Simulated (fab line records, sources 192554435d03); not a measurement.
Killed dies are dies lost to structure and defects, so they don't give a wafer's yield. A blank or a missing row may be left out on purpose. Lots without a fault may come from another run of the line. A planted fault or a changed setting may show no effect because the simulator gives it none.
Which tool did it? | flow n5_finfet | 9 lots, 26 wafers sampled, at 7 steps of a route of 1938

WHAT THE GAUGES READ, wafer by wafer
N5_DUMMY_GATE_CD_MEAS_50: target cd 14 nm. Usual: cd_nm 13.9 nm, standard deviation 0.45.
lot  | measured    | on        | cd_nm (nm)     | flag
L712 | day 5 12:12 | cd_sem-01 | - - -          | OFF
L713 | day 5 17:09 | cd_sem-02 | - - -          | OFF
L714 | day 6 01:49 | cd_sem-03 | - - -          | OFF
L715 | day 6 04:49 | cd_sem-02 | 13.9 14.2 13.6 |
L718 | day 6 21:31 | cd_sem-02 | 13.7 13.4 13.2 |
L719 | day 7 05:47 | cd_sem-01 | 13.9 14.2 13.5 |
L721 | day 7 16:19 | cd_sem-03 | 13.7 14.6      |
L723 | day 8 03:13 | cd_sem-03 | 13.4 14.2 13.6 |
L724 | day 8 15:25 | cd_sem-02 | 13.8 13.1 13.4 |

N5_BEOL_M4_RC_MEAS_101. Usual: DIBL_N 36.5 mV/V, standard deviation 2.1; DIBL_P 36.6 mV/V, standard deviation 2.6; IOFF_N 0.17 nA/um, standard deviation 0.044; IOFF_P 0.21 nA/um, standard deviation 0.048; ION_N 674 uA/um, standard deviation 17; ION_P 462 uA/um, standard deviation 9.5; SS_N 71.6 mV/dec, standard deviation 0.77; SS_P 73.5 mV/dec, standard deviation 0.72; VT_N 250 mV, standard deviation 4.2; VT_P -250 mV, standard deviation 3.9.
lot  | measured     | on        | DIBL_N (mV/V)  | DIBL_P (mV/V)  | IOFF_N (nA/um) | IOFF_P (nA/um) | ION_N (uA/um) | ION_P (uA/um) | SS_N (mV/dec)  | SS_P (mV/dec)  | VT_N (mV)   | VT_P (mV)      | flag
L715 | day 13 00:13 | prober-01 | 38.7 38.1 36.4 | 38.6 38.9 36.6 | 0.21 0.21 0.16 | 0.25 0.25 0.21 | 703 696 677   | 473 480 455   | 71.7 71.5 70.9 | 74.1 73.7 73.3 | 243 244 248 | -249 -248 -250 |
L718 | day 14 08:44 | prober-01 | 35.4 36.4 34.7 | 36.2 38.3 35.6 | 0.16 0.19 0.14 | 0.21 0.23 0.19 | 656 682 649   | 459 465 455   | 71.1 71.7 71.7 | 74.2 74.2 73.3 | 251 247 253 | -250 -251 -250 |
L719 | day 13 11:56 | prober-01 | 37.2 33.4 35.6 | 36.8 33.5 34.8 | 0.19 0.13 0.16 | 0.27 0.20 0.23 | 692 670 662   | 484 467 469   | 72.1 70.7 71.8 | 74.2 73.6 73.9 | 245 251 249 | -244 -249 -244 |
L721 | day 14 05:31 | prober-01 | 36.3 35.6      | 36.1 35.6      | 0.14 0.12      | 0.17 0.15      | 664 648       | 456 443       | 72.5 71.6      | 73.6 73.0      | 254 254     | -256 -259      |
L723 | day 15 10:08 | prober-02 | 36.3 37.3 34.7 | 37.5 39.0 33.1 | 0.18 0.22 0.14 | 0.28 0.31 0.19 | 697 695 648   | 485 473 451   | 72.9 72.6 72.8 | 73.5 73.7 72.3 | 248 246 257 | -246 -241 -251 |
L724 | day 15 03:29 | prober-02 | 34.4 36.6 37.4 | 33.6 36.6 37.9 | 0.13 0.17 0.18 | 0.17 0.22 0.24 | 667 691 679   | 457 472 468   | 70.5 71.7 71.6 | 72.3 73.8 73.5 | 250 249 250 | -251 -248 -246 |

WHICH TOOL RAN EACH LOT (tool, then ch and the chambers of the sampled wafers, then the start)
lot  | N5_STI_FIN_REVEAL_OXIDATION_33      | N5_DUMMY_GATE_ALD_02             | N5_DUMMY_GATE_ETCH_36             | N5_DUMMY_GATE_ETCH_37             | N5_DUMMY_GATE_ETCH_32
L712 | plasma_asher-02 ch 1, day 5 01:36   | ald_sin-04 ch 0,2, day 5 03:19   | rie_diel-02 ch 0,1, day 5 11:56   | rie_diel-02 ch 0,1, day 5 11:58   | rie_si-04 ch 0,2,3, day 5 12:29
L713 | plasma_asher-02 ch 0,1, day 5 07:43 | ald_sin-04 ch 0,1, day 5 08:06   | rie_diel-03 ch 0,1,2, day 5 16:43 | rie_diel-03 ch 0,1,2, day 5 16:45 | rie_si-03 ch 0,1,2, day 5 17:27
L714 | plasma_asher-02 ch 0,1, day 5 14:58 | ald_sin-01 ch 1,2,3, day 5 16:08 | rie_diel-03 ch 0,2,3, day 6 01:32 | rie_diel-03 ch 0,2,3, day 6 01:34 | rie_si-04 ch 0,1,3, day 6 02:12
L715 | plasma_asher-02 ch 0,1, day 5 19:20 | ald_sin-04 ch 0,1,3, day 5 19:43 | rie_diel-06 ch 0,1,2, day 6 04:32 | rie_diel-06 ch 0,1,2, day 6 04:35 | rie_si-04 ch 0,1,2, day 6 05:07
L718 | plasma_asher-02 ch 0,1, day 6 12:07 | ald_sin-03 ch 1,2, day 6 12:30   | rie_diel-03 ch 0,1, day 6 21:15   | rie_diel-03 ch 0,1, day 6 21:17   | rie_si-04 ch 0,1, day 6 21:49
L719 | plasma_asher-02 ch 0,1, day 6 19:41 | ald_sin-04 ch 0,1,3, day 6 20:39 | rie_diel-02 ch 0,2,3, day 7 05:31 | rie_diel-02 ch 0,2,3, day 7 05:33 | rie_si-03 ch 0,2,3, day 7 06:04
L721 | plasma_asher-01 ch 0,1, day 7 06:56 | ald_sin-03 ch 1,2, day 7 07:19   | rie_diel-02 ch 2,3, day 7 15:55   | rie_diel-02 ch 2,3, day 7 15:58   | rie_si-04 ch 0,2, day 7 16:39
L723 | plasma_asher-01 ch 0,1, day 7 17:51 | ald_sin-03 ch 0,1,3, day 7 18:14 | rie_diel-02 ch 0,2,3, day 8 02:57 | rie_diel-02 ch 0,2,3, day 8 02:59 | rie_si-05 ch 1,2,3, day 8 03:31
L724 | plasma_asher-02 ch 0,1, day 8 02:19 | ald_sin-03 ch 0,1,2, day 8 02:52 | rie_diel-02 ch 0,1,2, day 8 15:08 | rie_diel-02 ch 0,1,2, day 8 15:10 | rie_si-03 ch 1,2, day 8 15:42
- N5_STI_FIN_REVEAL_OXIDATION_33: chemistry O2 PLASMA REMOTE, time 20 s.
- N5_DUMMY_GATE_ALD_02: deposits SiO2, target thk 2 nm, pulse time 1 s.
- N5_DUMMY_GATE_ETCH_36: etches SiARC in CF4, target depth 13 nm.
- N5_DUMMY_GATE_ETCH_37: etches SOC in N2/H2, target depth 60 nm, overetch 30 nm.
- N5_DUMMY_GATE_ETCH_32: etches SiO2 in CF4, target depth 3.5 nm, time 3.9 s.

WHAT THE TOOLS THEMSELVES READ (means of the sampled wafers that have a number; where no wafer has one, the mark that the record gives instead)
N5_STI_FIN_REVEAL_OXIDATION_33. Usual: drypump_motor_current_A 6.01 A, standard deviation 0.2; heater_power_w 141 W, standard deviation 9.6.
lot  | tool            | drypump_motor_current_A (A) | heater_power_w (W) | flag
L712 | plasma_asher-02 | 5.78                        | 154                |
L713 | plasma_asher-02 | 5.90                        | 146                |
L714 | plasma_asher-02 | 5.91                        | 144                |
L715 | plasma_asher-02 | 5.89                        | 144                |
L718 | plasma_asher-02 | 6.04                        | 142                |
L719 | plasma_asher-02 | 5.89                        | 147                |
L721 | plasma_asher-01 | 6.14                        | 132                |
L723 | plasma_asher-01 | 6.15                        | 131                |
L724 | plasma_asher-02 | 6.04                        | 140                |

N5_DUMMY_GATE_ALD_02. Usual: heater_power_w 490 W, standard deviation 64; precursor_pulse_height_rel 0.998, standard deviation 0.02.
lot  | tool       | heater_power_w (W) | precursor_pulse_height_rel | flag
L712 | ald_sin-04 | 485                | 0.969                      |
L713 | ald_sin-04 | 540                | 1.004                      |
L714 | ald_sin-01 | 430                | 1.010                      |
L715 | ald_sin-04 | 555                | 0.979                      |
L718 | ald_sin-03 | 477                | 0.994                      |
L719 | ald_sin-04 | 557                | 0.978                      |
L721 | ald_sin-03 | 492                | 0.982                      |
L723 | ald_sin-03 | 474                | 0.996                      |
L724 | ald_sin-03 | 473                | 1.002                      |

N5_DUMMY_GATE_ETCH_36. Usual: bias_w 36.00 W, standard deviation 0.097; cf4_flow_sccm 100.0 sccm, standard deviation 0.33; drypump_motor_current_A 5.61 A, standard deviation 0.29; oes_product_au 0.79 a.u., standard deviation 0.074; rf_vpp_V 183.9 V, standard deviation 1.1; showerhead_plenum_p_Torr 2.13 Torr, standard deviation 0.077; throttle_valve_pct 15.60 %, standard deviation 0.16.
lot  | tool        | bias_w (W) | cf4_flow_sccm (sccm) | drypump_motor_current_A (A) | oes_product_au (a.u.) | rf_vpp_V (V) | showerhead_plenum_p_Torr (Torr) | throttle_valve_pct (%) | flag
L712 | rie_diel-02 | -          | -                    | -                           | -                     | -            | -                               | -                      | OFF
L713 | rie_diel-03 | -          | -                    | -                           | -                     | -            | -                               | -                      | OFF
L714 | rie_diel-03 | -          | -                    | -                           | -                     | -            | -                               | -                      | OFF
L715 | rie_diel-06 | 35.93      | 100.0                | 5.59                        | 0.88                  | 183.3        | 2.09                            | 15.45                  |
L718 | rie_diel-03 | 36.06      | 99.9                 | 6.16                        | 0.84                  | 184.6        | 2.18                            | 15.55                  |
L719 | rie_diel-02 | 36.00      | 99.8                 | 5.57                        | 0.76                  | 183.7        | 2.08                            | 15.61                  |
L721 | rie_diel-02 | 36.00      | 100.1                | 5.57                        | 0.74                  | 183.8        | 2.09                            | 15.72                  |
L723 | rie_diel-02 | 35.95      | 100.0                | 5.56                        | 0.77                  | 183.5        | 2.08                            | 15.62                  |
L724 | rie_diel-02 | 35.96      | 100.2                | 5.49                        | 0.81                  | 184.1        | 2.16                            | 15.51                  |

N5_DUMMY_GATE_ETCH_37. Usual: bias_w 150.0 W, standard deviation 0.44; chamber_pressure_mTorr 30.002 mTorr, standard deviation 0.028; drypump_motor_current_A 5.61 A, standard deviation 0.29; oes_product_au 0.63 a.u., standard deviation 0.058; rf_vpp_V 523.5 V, standard deviation 2.7; showerhead_plenum_p_Torr 2.53 Torr, standard deviation 0.09; throttle_valve_pct 17.78 %, standard deviation 0.17.
lot  | tool        | bias_w (W) | chamber_pressure_mTorr (mTorr) | drypump_motor_current_A (A) | oes_product_au (a.u.) | rf_vpp_V (V) | showerhead_plenum_p_Torr (Torr) | throttle_valve_pct (%) | flag
L712 | rie_diel-02 | 149.7      | 29.982                         | 5.46                        | 0.32                  | 526.2        | 2.62                            | 17.53                  | OFF
L713 | rie_diel-03 | 150.6      | 30.005                         | 5.94                        | 0.30                  | 525.4        | 2.60                            | 17.79                  | OFF
L714 | rie_diel-03 | 150.3      | 29.974                         | 5.45                        | 0.30                  | 525.9        | 2.64                            | 17.96                  | OFF
L715 | rie_diel-06 | 149.7      | 30.027                         | 5.59                        | 0.70                  | 522.5        | 2.48                            | 17.62                  |
L718 | rie_diel-03 | 150.1      | 30.015                         | 6.16                        | 0.68                  | 524.8        | 2.60                            | 17.89                  |
L719 | rie_diel-02 | 150.1      | 30.001                         | 5.59                        | 0.61                  | 521.3        | 2.47                            | 17.80                  |
L721 | rie_diel-02 | 150.2      | 30.041                         | 5.59                        | 0.59                  | 522.0        | 2.46                            | 17.83                  |
L723 | rie_diel-02 | 150.1      | 29.974                         | 5.58                        | 0.61                  | 522.3        | 2.47                            | 17.82                  |
L724 | rie_diel-02 | 149.8      | 29.993                         | 5.50                        | 0.64                  | 523.9        | 2.56                            | 17.70                  |

N5_DUMMY_GATE_ETCH_32. Usual: bias_w 399.9 W, standard deviation 1.3; cf4_flow_sccm 79.96 sccm, standard deviation 0.22; drypump_motor_current_A 5.8 A, standard deviation 0.37; he_backside_leak_sccm 2.8 sccm, standard deviation 0.41; oes_product_au 0.995 a.u., standard deviation 0.027; throttle_valve_pct 21.91 %, standard deviation 0.19.
lot  | tool      | bias_w (W) | cf4_flow_sccm (sccm) | drypump_motor_current_A (A) | he_backside_leak_sccm (sccm) | oes_product_au (a.u.) | throttle_valve_pct (%) | flag
L712 | rie_si-04 | 400.3      | 79.99                | 5.8                         | 2.9                          | 0.991                 | 21.70                  |
L713 | rie_si-03 | 400.0      | 79.91                | 5.7                         | 2.8                          | 0.992                 | 21.91                  |
L714 | rie_si-04 | 399.6      | 80.03                | 5.7                         | 2.8                          | 1.003                 | 21.81                  |
L715 | rie_si-04 | 400.1      | 79.91                | 5.7                         | 2.9                          | 1.004                 | 21.85                  |
L718 | rie_si-04 | 400.4      | 80.15                | 5.6                         | 3.0                          | 1.006                 | 21.83                  |
L719 | rie_si-03 | 399.6      | 79.92                | 6.0                         | 2.9                          | 1.019                 | 21.96                  |
L721 | rie_si-04 | 400.9      | 80.12                | 5.8                         | 2.8                          | 0.994                 | 21.72                  |
L723 | rie_si-05 | 399.1      | 79.93                | 5.4                         | 2.4                          | 0.975                 | 22.18                  |
L724 | rie_si-03 | 401.2      | 79.80                | 5.7                         | 3.0                          | 0.985                 | 22.04                  |

THE ANSWER, worked out from the rows above alone
Rule: a lot is off if the mean of its wafers that have a number lies more than 3 standard deviations from the usual mean. A lot without any number at a reading at which 4 lots or more have one is off too. The other lots that the step has rows for count as sound. The gauges are gone through in route order, then the tools' own readings, and for those a lot's mean is taken as printed above. The first step at which some lot is off is used, and at that step the reading that is off furthest; a lot without a number counts as furthest.
Off: L712, L713, L714, at N5_DUMMY_GATE_CD_MEAS_50 (cd_nm). Without a number there: L712, L713, L714.
A tool fits if, at a process step before that reading, it ran every lot that is off, and no sound lot after the first of them. The gauges at N5_DUMMY_GATE_CD_MEAS_50 aren't tried: what is off there is off at N5_DUMMY_GATE_ETCH_36 too, on other tools, and a gauge's error can't cause that. None of those tried fits.

WHAT THE SIMULATOR HAD PUT IN
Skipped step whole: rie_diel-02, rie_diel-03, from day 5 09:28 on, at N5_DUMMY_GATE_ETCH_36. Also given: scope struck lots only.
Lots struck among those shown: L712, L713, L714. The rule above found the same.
